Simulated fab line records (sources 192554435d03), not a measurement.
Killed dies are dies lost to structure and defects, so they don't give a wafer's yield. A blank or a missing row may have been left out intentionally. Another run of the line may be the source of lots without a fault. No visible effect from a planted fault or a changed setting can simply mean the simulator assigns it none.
fab line records	flow n5_finfet
[record] lots = 10	wafers = 29	last_day = 19
route steps=1938 shown MIM_BOT_LITHO@1862 MIM_BOT_ETCH@1868 PASS1_CAP@1873 TV_LITHO@1885 TV_OPEN@1888 PASSIVATION@1936
lots that met no fault: from a run of the same line without faults
start_h: hours from the record's first day to the start of the lot's first wafer shown	wait_h: hours elapsed since this lot's preceding step	" as in the row above	L1.1+2: one row covering several wafers at once	- value missing, or start not given	* or withheld: withheld	< > ~ a bound
route shown NAME@n: NAME is a module with steps in the file, n the number in the route of the first one	usual: mean and standard deviation over wafers with no fault	same: alike in all rows	chamber/n: place in a boat	sites: readings site by site	_std_site: the values' standard deviation	_edge_site: inner sites' mean taken away from outer sites' mean	radius_mm: for every site, how far away it sits from the centre of the wafer	mask NAME#n: copy n	behind: the last tool/chamber to shape the wafer	hold: cause of the lot's hold/its duration in hours/its outcome	device: the transistor (n, p or np) that didn't switch	end of line: the same wafers' tests at the end of the route	step lacking rows: just its recipe	killed: not the wafer's yield, but the dies lost to structure and defects at the first sort	map: a wafer's dies, marking killed ones x, the rest . and places with no die _
set.NAME: the setting as run; set.NAME@STEP: as run at that earlier step	model.NAME: the simulator's own value behind a step, which no gauge read
one table for each step of the route and one row for each wafer, over a sample of lots
services: the hour from which a tool's chamber was out of use, counted from the record's first day as start_h (under 0 if before that day), plus the number of hours and why
[[steps]]
[step N5_MIM_BOT_LITHO_CD_MEAS_08]
[recipe] target_cd_nm = 3000	landing_energy_ev = 500	detector = se_inlens	polarity = opening
[usual] cd_nm = 2999.5/1.9
lot.wafer	tool	chamber	start_h	wait_h	cd_nm
L474.1	cd_sem-02	0	290.98	-	3001.5
L474.2	"	0	"	"	3000.4
L474.5	"	0	"	"	3001.8
L475.2	cd_sem-01	0	308.17	-	2996.9
L475.5	"	0	"	"	2996.1
L475.6	"	0	"	"	2997.4
L477.1	cd_sem-02	0	310.86	-	2998.0
L477.3	"	0	"	"	2996.9
L477.6	"	0	"	"	2997.7
L483.2	cd_sem-03	0	330.68	-	2999.6
L483.4	"	0	"	"	2997.5
L483.6	"	0	"	"	3000.1
L484.3	cd_sem-02	0	333.79	-	3003.2
L484.4	"	0	"	"	2998.9
L484.5	"	0	"	"	3000.3
L485.3	cd_sem-01	0	364.16	-	2998.9
L485.4	"	0	"	"	3000.6
L485.6	"	0	"	"	3000.7
L489.3	cd_sem-02	0	376.19	-	3000.8
L489.4	"	0	"	"	2997.0
L489.6	"	0	"	"	3000.6
L493.2	cd_sem-03	0	404.84	-	3001.4
L493.3	"	0	"	"	3001.1
L493.6	"	0	"	"	3001.0
L494.2	cd_sem-02	0	430.25	-	2999.6
L494.3	"	0	"	"	2997.4
L494.4	"	0	"	"	2997.6
L495.1	cd_sem-02	0	437.14	-	2999.3
L495.3	"	0	"	"	2999.2
[step N5_MIM_BOT_ETCH_ETCH_00]
[recipe] chemistry = Cl2/BCl3	target = TiN	target_depth_a = 455	ion_energy_ev = 150	pressure_mtorr = 10	icp_w = 1000	bias_w = 126	Cl2_flow_sccm = 53.25	bcl3_flow_sccm = 21.75	Ar_flow_sccm = 25
[usual] drypump_motor_current_A = 5.4/0.34	he_backside_leak_sccm = 3.31/0.15	mfc_ar_sccm = 24.99/0.082	oes_product_au = 0.79/0.1	rf_fwd_power_W = 994.7/2.8	throttle_valve_pct = 22.0/0.31
lot.wafer	tool	chamber	start_h	wait_h	drypump_motor_current_A	he_backside_leak_sccm	mfc_ar_sccm	oes_product_au	rf_fwd_power_W	rf_hours_counter_h	throttle_valve_pct
L474.1	rie_metal-01	0	291.32	0.1	5.1	3.20	25.00	0.78	994.2	42	22.0
L474.2	"	1	"	"	6.0	3.21	25.05	0.67	997.3	96	22.6
L474.5	"	0	"	"	5.1	3.00	24.92	0.77	995.5	-	22.0
L475.2	rie_metal-03	1	308.50	0.1	5.7	3.12	25.18	0.80	991.2	31	22.2
L475.5	"	1	"	"	5.7	3.26	25.13	0.82	991.7	-	22.2
L475.6	"	0	"	"	5.1	3.48	25.16	0.67	995.0	-	22.1
L477.1	rie_metal-01	0	311.20	0.1	5.2	3.24	25.02	0.77	995.6	43	22.0
L477.3	"	0	"	"	5.1	3.05	25.06	0.77	997.3	-	22.0
L477.6	"	1	"	"	6.0	3.27	24.99	0.66	995.2	-	22.6
L483.2	rie_metal-01	0	331.01	0.1	5.1	3.26	24.96	0.77	995.7	45	22.0
L483.4	"	0	"	"	5.1	2.99	24.86	0.76	993.7	-	22.0
L483.6	"	0	"	"	5.1	3.20	24.93	0.76	997.0	-	22.0
L484.3	rie_metal-01	1	334.40	0.1	6.0	3.27	24.99	0.66	993.8	-	22.6
L484.4	"	0	"	"	5.1	3.18	24.89	0.77	992.2	-	22.0
L484.5	"	0	"	"	5.1	3.11	24.76	0.77	990.2	-	22.0
L485.3	rie_metal-03	0	364.53	0.1	5.1	3.40	25.03	0.66	992.9	-	22.1
L485.4	"	1	"	"	5.7	3.29	24.97	0.80	991.0	-	22.2
L485.6	"	0	"	"	5.1	3.48	25.07	0.66	990.8	-	22.1
L489.3	rie_metal-03	1	376.56	0.1	5.7	3.23	25.06	0.78	991.9	-	22.2
L489.4	"	0	"	"	5.1	3.48	25.02	0.65	994.7	-	22.1
L489.6	"	0	"	"	5.1	3.38	24.94	0.66	993.4	-	22.1
L493.2	rie_metal-02	0	405.17	0.1	5.2	3.26	25.09	0.84	999.6	29	21.8
L493.3	"	1	"	"	5.1	3.36	24.95	0.89	987.5	-	21.7
L493.6	"	0	"	"	5.2	3.49	25.09	0.83	994.0	-	21.8
L494.2	rie_metal-02	0	430.69	0.1	5.2	3.29	25.09	0.83	995.8	31	21.8
L494.3	"	1	"	"	5.2	3.54	24.95	0.89	991.2	-	21.7
L494.4	"	0	"	"	5.2	3.45	25.02	0.83	997.1	-	21.8
L495.1	rie_metal-02	0	437.81	0.1	5.2	3.62	24.91	0.82	998.9	32	21.8
L495.3	"	1	"	"	5.1	3.51	25.02	0.88	989.8	-	21.7
[step N5_PASSIVATION_PECVD_55]
[recipe] material = SiO2	target_thk_a = 4000	temp_c = 400	precursor = SiH4/N2O	pressure_torr = 2.7	rf_w = 608	time_s = 22.5
[usual] heater_power_w = 682/110	rf_fwd_power_W = 601.1/2.6	showerhead_plenum_p_Torr = 8.21/0.1	throttle_valve_pct = 51.7/2.5
lot.wafer	tool	chamber	start_h	wait_h	heater_power_w	rf_fwd_power_W	showerhead_plenum_p_Torr	throttle_valve_pct
L474.1	pecvd-01	1	292.06	0.0	654	602.3	8.25	51.5
L474.2	"	2	"	"	602	602.4	8.27	51.7
L474.5	"	0	"	"	733	602.2	8.05	52.7
L475.2	pecvd-03	0	309.16	0.0	504	601.3	8.21	50.8
L475.5	"	2	"	"	570	602.5	8.26	47.5
L475.6	"	1	"	"	653	600.6	8.23	49.9
L477.1	pecvd-03	2	311.84	0.0	597	601.3	8.28	47.3
L477.3	"	0	"	"	445	598.6	8.20	50.9
L477.6	"	0	"	"	469	600.4	8.23	51.0
L483.2	pecvd-03	2	331.65	0.0	582	-	8.28	47.3
L483.4	"	2	"	"	613	-	8.31	47.1
L483.6	"	0	"	"	455	598.4	8.24	50.9
L484.3	pecvd-03	0	335.00	0.0	499	598.5	8.22	50.7
L484.4	"	2	"	"	648	-	8.26	47.2
L484.5	"	1	"	"	755	604.0	8.23	50.0
L485.3	pecvd-01	1	365.13	0.0	757	597.7	8.26	51.0
L485.4	"	2	"	"	632	598.3	8.26	52.2
L485.6	"	1	"	"	795	599.2	8.26	51.5
L489.3	pecvd-04	0	377.17	0.0	931	605.1	7.98	57.8
L489.4	"	0	"	"	745	603.2	7.94	57.4
L489.6	"	2	"	"	740	604.7	8.25	50.5
L493.2	pecvd-01	2	405.91	0.0	591	597.1	8.28	52.8
L493.3	"	2	"	"	600	599.7	8.26	52.4
L493.6	"	1	"	"	643	606.9	8.27	51.5
L494.2	pecvd-03	0	431.33	0.0	491	602.3	8.23	51.1
L494.3	"	2	"	"	607	597.9	8.25	47.7
L494.4	"	2	"	"	622	598.8	8.29	47.7
L495.1	pecvd-03	2	438.56	0.0	638	602.0	8.27	47.9
L495.3	"	1	"	"	693	598.8	8.25	50.2
[step N5_PASSIVATION_INSPECT_61]
[recipe] mode = adi	inspect_instrument = macro
[usual] raw_defect_count = 2.0/1.3
lot.wafer	tool	chamber	start_h	wait_h	raw_defect_count
L474.1	defect_inspect-01	-	292.93	0.0	1
L474.2	"	-	"	"	4
L474.5	"	-	"	"	0
L475.2	defect_inspect-02	-	311.77	0.0	2
L475.5	"	-	"	"	2
L475.6	"	-	"	"	3
L477.1	defect_inspect-01	-	312.43	0.0	4
L477.3	"	-	"	"	0
L477.6	"	-	"	"	4
L483.2	defect_inspect-01	-	333.06	0.0	2
L483.4	"	-	"	"	1
L483.6	"	-	"	"	1
L484.3	defect_inspect-02	-	336.83	0.0	4
L484.4	"	-	"	"	3
L484.5	"	-	"	"	1
L485.3	defect_inspect-01	-	366.45	0.0	0
L485.4	"	-	"	"	4
L485.6	"	-	"	"	2
L489.3	defect_inspect-01	-	379.97	0.0	3
L489.4	"	-	"	"	3
L489.6	"	-	"	"	4
L493.2	defect_inspect-02	-	406.62	0.0	1
L493.3	"	-	"	"	5
L493.6	"	-	"	"	2
L494.2	defect_inspect-02	-	434.61	0.0	1
L494.3	"	-	"	"	4
L494.4	"	-	"	"	2
L495.1	defect_inspect-01	-	439.45	0.0	2
L495.3	"	-	"	"	0
[step N5_PASSIVATION_VIA_ETCH_13]
[recipe] chemistry = CHF3/O2	target = SiO2	target_depth_a = 6600	CHF3_flow_sccm = 50	O2_flow_sccm = 5	Ar_flow_sccm = 200	time_s = 330	mask_material = PR	pressure_mtorr = 30	source_w = 650	bias_w = 170	ion_energy_ev = 200	ends = cleared
[usual] drypump_motor_current_A = 5.9/0.48	etch_rf_on_time_s = 234/4.5	mfc_ar_sccm = 200.0/0.56	oes_product_au = 0.75/0.07	rf_fwd_power_W = 647.9/2.1	rf_vpp_V = 521/10	showerhead_plenum_p_Torr = 2.42/0.087	throttle_valve_pct = 18.79/0.25
lot.wafer	tool	chamber	start_h	wait_h	drypump_motor_current_A	etch_rf_on_time_s	mfc_ar_sccm	oes_product_au	rf_fwd_power_W	rf_hours_counter_h	rf_vpp_V	showerhead_plenum_p_Torr	throttle_valve_pct
L474.1	rie_diel-01	1	293.18	0.0	5.8	227	200.4	0.77	649.4	70	511	2.53	18.35
L474.2	"	3	"	"	5.4	230	200.7	0.80	650.0	30	536	2.36	18.47
L474.5	"	0	"	"	6.4	236	199.4	0.71	647.9	-	515	2.40	18.63
L475.2	rie_diel-02	0	311.96	0.0	5.6	229	200.4	0.78	646.2	49	512	2.36	18.78
L475.5	"	0	"	"	5.6	235	200.3	0.78	646.7	-	512	2.36	18.80
L475.6	"	1	"	"	5.2	238	199.1	0.61	646.2	-	508	2.30	19.39
L477.1	rie_diel-02	0	312.63	0.0	5.6	228	200.1	0.78	648.3	50	513	2.36	18.79
L477.3	"	1	"	"	5.2	233	199.9	0.61	646.6	252	509	2.30	19.40
L477.6	"	2	"	"	6.4	235	200.0	0.81	649.6	-	520	2.35	18.91
L483.2	rie_diel-02	2	333.25	0.0	6.4	172	200.1	0.79	647.8	47	520	2.35	18.96
L483.4	"	2	"	"	6.4	173	199.7	0.78	644.2	-	519	2.35	18.94
L483.6	"	3	"	"	6.2	234	199.3	0.87	651.0	-	539	2.58	18.69
L484.3	rie_diel-01	1	337.21	0.0	5.8	227	199.7	0.75	648.3	83	510	2.52	18.37
L484.4	"	3	"	"	5.4	172	199.6	0.78	649.1	-	534	2.36	18.51
L484.5	"	1	"	"	5.8	230	199.6	0.76	648.9	-	512	2.52	18.36
L485.3	rie_diel-02	2	366.64	0.0	6.4	235	199.1	0.77	649.5	57	519	2.34	18.95
L485.4	"	1	"	"	5.2	234	200.4	0.90	646.3	3	539	2.59	18.92
L485.6	"	1	"	"	5.2	233	199.6	0.90	645.8	-	537	2.59	18.91
L489.3	rie_diel-03	2	380.39	0.0	5.8	241	200.0	0.62	652.7	204	514	2.40	18.84
L489.4	"	3	"	"	6.6	231	201.1	0.74	652.0	83	514	2.45	18.76
L489.6	"	0	"	"	4.9	241	200.3	0.66	649.7	-	524	2.40	18.70
L493.2	rie_diel-03	0	406.81	0.0	4.9	232	200.6	0.65	650.6	205	521	2.39	18.72
L493.3	"	1	"	"	6.0	239	199.5	0.61	648.5	238	513	2.47	19.43
L493.6	"	3	"	"	6.6	233	200.9	0.73	649.1	-	514	2.44	18.78
L494.2	rie_diel-02	2	434.85	0.0	6.4	232	200.1	0.76	646.5	77	518	2.34	18.99
L494.3	"	3	"	"	6.2	226	199.8	0.78	647.8	36	540	2.57	18.75
L494.4	"	0	"	"	5.6	231	200.6	0.74	646.7	90	513	2.34	18.86
L495.1	rie_diel-01	0	439.77	0.0	6.4	231	200.1	0.67	647.0	183	513	2.39	18.71
L495.3	"	3	"	"	5.4	231	200.1	0.74	645.8	76	534	2.35	18.55
[step N5_PASSIVATION_PROBE_49]
[usual] defect_limited_yield = 91.0/1.6	killed_at_M0_to_M3 = 35/11	killed_at_M4_up = 14/5.3	killed_at_contacts = 13/6.7	killed_at_front_end = 41/12	killed_at_other = 3.9/2.7	killed_dies = 106/19	killed_open = 70/14	killed_short = 35/8.8	sort_bin_4_leakage = 0.01/0.058	sort_bin_5_function = 5.3/1	sort_bin_6_memory = 3.3/0.81	sort_n_pass = 1073/19	sort_yield_pct = 91.0/1.6
[same] gross_dies = 1180	killed_at_back_side = 0	sort_bin_8_speed[%] = 0
lot.wafer	tool	chamber	start_h	wait_h	defect_limited_yield[%]	killed_at_M0_to_M3	killed_at_M4_up	killed_at_contacts	killed_at_front_end	killed_at_other	killed_dies	killed_open	killed_short	sort_bin_4_leakage[%]	sort_bin_5_function[%]	sort_bin_6_memory[%]	sort_n_pass	sort_yield_pct[%]
L483.2	prober-01	-	340.01	0.1	92.5	26	12	8	38	4	88	56	30	0	5.0	2.4	1092	92.5
L483.4	prober-01	-	340.11	0.2	93.8	23	7	6	33	4	73	50	23	0	4.3	1.9	1107	93.8
L483.6	prober-01	-	340.21	0.3	92.1	42	6	13	29	3	93	60	33	0	4.0	3.4	1087	92.1
L484.3	prober-01	-	343.85	0.1	92.6	34	9	9	30	5	87	58	20	0	4.6	2.2	1093	92.6
L484.4	prober-01	-	343.90	0.2	91.4	41	17	8	28	8	102	68	33	0	5.5	2.9	1078	91.4
L484.5	prober-01	-	343.95	0.2	90.4	37	13	15	39	9	113	72	37	0	6.4	3.0	1067	90.4
L485.3	prober-01	-	373.62	0.1	92.9	28	10	2	35	9	84	48	36	0.68	4.1	2.7	1088	92.2
L485.4	prober-01	-	373.67	0.2	92.4	23	14	5	45	3	90	59	31	0	4.6	2.9	1090	92.4
L485.6	prober-01	-	373.77	0.3	90.2	34	18	10	47	7	116	77	39	0	4.4	5.3	1064	90.2
L489.3	prober-01	-	387.78	0.1	92.6	23	21	11	27	5	87	64	23	0	4.2	3.0	1093	92.6
L489.4	prober-01	-	387.83	0.2	90.4	41	16	15	29	12	113	83	29	0	5.3	4.1	1067	90.4
L489.6	prober-01	-	387.93	0.3	93.1	19	5	15	39	4	82	61	21	0	3.7	2.9	1098	93.1
L493.2	prober-01	-	413.35	0.1	89.3	27	15	32	44	8	126	91	33	0	6.6	3.6	1054	89.3
L493.3	prober-01	-	413.40	0.1	93.1	18	13	12	36	3	82	53	29	0	3.9	2.9	1098	93.1
L493.6	prober-01	-	413.55	0.3	91.5	42	19	5	33	1	100	75	23	0	5.6	2.5	1080	91.5
// killed by level:class
L483.2 BEOL_M0_SAQP:geometric_particle:open=14 FIN_SAQP:geometric_particle:open=10 BEOL_M0_SAQP:geometric_particle:short=9 FIN_SAQP:geometric_particle:short=7 STI_FIN_REVEAL:geometric_particle:open=5 MOL_CONTACT_COAG:geometric_particle:open=4 BEOL_M6:geometric_particle:open=4 STARTING-WAFER:geometric_particle:open=4
L483.4 FIN_SAQP:geometric_particle:open=11 BEOL_M2:geometric_particle:open=7 GATE_CUT:geometric_particle:short=6 MOL_CONTACT_COAG:geometric_particle:open=5 BEOL_M0_SAQP:geometric_particle:short=5 BEOL_M0_SAQP:geometric_particle:open=5 BEOL_M1:geometric_particle:open=5 FIN_SAQP:geometric_particle:short=4
L483.6 BEOL_M3:geometric_particle:open=10 MOL_CONTACT_COAG:geometric_particle:open=10 BEOL_M0_SAQP:geometric_particle:open=8 BEOL_M0_SAQP:geometric_particle:short=8 FIN_SAQP:geometric_particle:short=6 BEOL_M1:geometric_particle:open=6 DUMMY_GATE:geometric_particle:open=4 BEOL_M2:geometric_particle:open=4
L484.3 STI_FIN_REVEAL:geometric_particle:open=9 BEOL_M0_SAQP:geometric_particle:open=9 MOL_CONTACT_COAG:geometric_particle:open=7 BEOL_M1:geometric_particle:open=7 BEOL_M2:geometric_particle:open=5 BEOL_M3:geometric_particle:open=5 HKMG_FIN:area_etch=5 BEOL_M0_SAQP:geometric_particle:short=4
L484.4 BEOL_M3:geometric_particle:open=13 BEOL_M4:geometric_particle:open=10 BEOL_M1:geometric_particle:open=8 DUMMY_GATE:geometric_particle:open=6 MOL_CONTACT_COAG:geometric_particle:open=6 BEOL_M2:geometric_particle:open=6 BEOL_M2:geometric_particle:short=5 BEOL_M3:geometric_particle:short=4
L484.5 MOL_CONTACT_COAG:geometric_particle:open=14 FIN_SAQP:geometric_particle:short=12 BEOL_M1:geometric_particle:open=10 BEOL_M2:geometric_particle:open=10 FIN_SAQP:geometric_particle:open=9 BEOL_M4:geometric_particle:open=6 BEOL_M3:geometric_particle:open=5 STARTING-WAFER:geometric_particle:short=5
L485.3 BEOL_M3:geometric_particle:open=7 BEOL_M2:geometric_particle:open=7 GATE_CUT:geometric_particle:short=6 STI_FIN_REVEAL:geometric_particle:open=5 BEOL_M4:geometric_particle:open=5 FIN_SAQP:geometric_particle:open=4 DUMMY_GATE:geometric_particle:open=4 BEOL_M0_SAQP:geometric_particle:short=4
L485.4 BEOL_M2:geometric_particle:open=9 FIN_SAQP:geometric_particle:open=8 BEOL_M4:geometric_particle:open=8 GATE_CUT:geometric_particle:short=7 FIN_SAQP:geometric_particle:short=5 STI_FIN_REVEAL:geometric_particle:open=5 BEOL_M1:geometric_particle:open=5 STARTING-WAFER:geometric_particle:short=5
L485.6 FIN_SAQP:geometric_particle:open=14 FIN_SAQP:geometric_particle:short=11 BEOL_M1:geometric_particle:open=10 BEOL_M4:geometric_particle:open=10 MOL_CONTACT_COAG:geometric_particle:open=8 BEOL_M2:geometric_particle:open=8 BEOL_M3:geometric_particle:open=5 STI_FIN_REVEAL:geometric_particle:open=4
L489.3 BEOL_M0_SAQP:geometric_particle:open=11 BEOL_M4:geometric_particle:open=10 MOL_CONTACT_COAG:geometric_particle:open=9 STI_FIN_REVEAL:geometric_particle:open=7 FIN_SAQP:geometric_particle:short=4 ILD0:geometric_particle:short=4 BEOL_M0_SAQP:geometric_particle:short=4 BEOL_M0:geometric_particle:open=3
L489.4 MOL_CONTACT_COAG:geometric_particle:open=14 BEOL_M0_SAQP:geometric_particle:open=10 BEOL_M1:geometric_particle:open=9 BEOL_M0_SAQP:geometric_particle:short=8 BEOL_M4:geometric_particle:open=6 FIN_SAQP:geometric_particle:open=5 STI_FIN_REVEAL:geometric_particle:open=5 FIN_SAQP:geometric_particle:short=4
L489.6 MOL_CONTACT_COAG:geometric_particle:open=13 STI_FIN_REVEAL:geometric_particle:open=11 FIN_SAQP:geometric_particle:open=6 DUMMY_GATE:geometric_particle:open=5 GATE_CUT:geometric_particle:short=5 BEOL_M0_SAQP:geometric_particle:short=5 BEOL_M1:geometric_particle:open=5 ILD0:geometric_particle:open=3
L493.2 MOL_CONTACT_COAG:geometric_particle:open=25 BEOL_M1:geometric_particle:open=13 STI_FIN_REVEAL:geometric_particle:open=8 DUMMY_GATE:geometric_particle:open=7 MOL_CONTACT_COAG:geometric_particle:short=7 FIN_SAQP:geometric_particle:open=6 BEOL_M2:geometric_particle:open=5 BEOL_M4:geometric_particle:open=5
L493.3 FIN_SAQP:geometric_particle:open=10 MOL_CONTACT_COAG:geometric_particle:open=9 BEOL_M1:geometric_particle:open=8 FIN_SAQP:geometric_particle:short=6 BEOL_M4:geometric_particle:open=5 BEOL_M3:geometric_particle:open=5 GATE_CUT:geometric_particle:short=4 MOL_CONTACT_COAG:geometric_particle:short=3
L493.6 BEOL_M1:geometric_particle:open=25 FIN_SAQP:geometric_particle:open=7 BEOL_M4:geometric_particle:open=6 DUMMY_GATE:geometric_particle:open=5 MOL_CONTACT_COAG:geometric_particle:open=4 BEOL_M5:geometric_particle:open=4 BEOL_M7:geometric_particle:open=4 STI_FIN_REVEAL:geometric_particle:open=3
[[services]]
tool	chamber	start_h	hours	kind
rie_diel-01	-	271.77	2.8	pm
rie_diel-02	0	275.91	6.9	repair
rie_diel-01	2	285.53	14.8	repair
rie_metal-01	0	295.29	6.3	repair
rie_diel-02	3	302.17	-	clean
rie_diel-02	3	302.17	-	consumable_replace:focus_ring
rie_diel-02	3	302.17	-	consumable_replace:showerhead
rie_diel-02	3	302.17	17.7	scheduled_down
rie_diel-02	3	302.17	17.7	vent_cycle
rie_metal-02	-	308.24	2.8	pm
rie_metal-02	0	311.09	7.3	repair
rie_diel-02	1	320.25	-	clean
rie_diel-02	1	320.25	-	consumable_replace:esc
rie_diel-02	1	320.25	-	consumable_replace:focus_ring
pecvd-03	-	324.74	0.7	repair
rie_metal-01	-	326.54	1.4	pm
rie_metal-02	-	334.54	0.1	repair
rie_metal-01	-	340.17	2.8	pm
pecvd-01	-	391.84	0.6	repair
pecvd-04	-	393.60	1.3	repair
rie_diel-01	-	402.47	2.1	repair
rie_diel-01	1	416.10	2.8	repair
rie_diel-03	2	426.90	1.4	repair
rie_diel-02	1	438.94	4.2	repair
[[key]]
[first_sign] step = N5_PASSIVATION_VIA_ETCH_13	reading = etch_rf_on_time_s	direction = down	sigmas = 14	usual = *	struck = *
effect none on later readings
met_at N5_PASSIVATION_PECVD_55
struck_lots L483,L484
struck_wafers L483.2,L483.4,L484.4
not_acting_at N5_MIM_BOT_LITHO_CD_MEAS_08,N5_MIM_BOT_ETCH_ETCH_00,N5_PASSIVATION_INSPECT_61
onset_between 311.84 331.65
[fault] kind = process_parameter_drift	tool = pecvd-03	chamber = -	onset_h = 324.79	steps = N5_PASSIVATION_PECVD_55	channel = time_s	offset = *	shape = step	end_h = 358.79	scope = struck_wafers_only	acts_in = *	stated = *
